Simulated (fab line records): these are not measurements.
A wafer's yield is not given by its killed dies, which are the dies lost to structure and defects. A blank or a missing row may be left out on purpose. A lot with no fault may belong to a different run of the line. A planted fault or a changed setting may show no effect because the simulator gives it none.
Matching of chambers ; flow n5Finfet ; 4 sister chambers for N5_BEOL_M13_TRENCH_ETCH_34 on rieDiel-06
The step etches SiOC in C4F8/O2/Ar, target depth 413.47 nm, time 162.6 s. 4 wafers are shown with their chamber, then 10 later ones without.

## EACH WAFER AND ITS CHAMBER
wafer;chamber;throttleValvePct (%)
L085.6;2;23.79
L083.3;1;24.18
L084.3;3;24.10
L084.4;0;24.42

## WAFERS WITH NO CHAMBER GIVEN
wafer;throttleValvePct (%)
L084.6;24.19
L088.1;24.42
L088.3;24.12
L088.4;24.45
L097.1;23.91
L097.3;24.14
L097.6;23.90
L096.1;24.14
L096.4;23.89
L096.5;24.47

## CHAMBER TAKEN BY EACH
wafer;from the rows above;in truth
L084.6;can't be placed: 1 or 3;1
L088.1;0;0
L088.3;can't be placed: 3 or 1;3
L088.4;0;0
L097.1;can't be placed: 2 or 3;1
L097.3;can't be placed: 1 or 3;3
L097.6;can't be placed: 2 or 3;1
L096.1;can't be placed: 1 or 3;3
L096.4;can't be placed: 2 or 3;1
L096.5;0;0
Placed correctly: 3 of 10. From these rows, 7 cannot be placed; in 4 the true chamber is one of the candidates. Number placed wrongly: 0.
How it was worked out, from the rows above alone: a wafer's distance from a chamber is the root of the sum, over the readings, of the square of ((its reading less the chamber's mean) divided by the reading's scatter). If the next closest chamber is less than 2 further off than the closest, the wafer can't be placed; otherwise it belongs to the closest. Each chamber's mean is taken over the wafers shown for it. The scatter: root of mean squared gap, hidden wafer to nearest shown wafer, with one shown wafer a chamber.
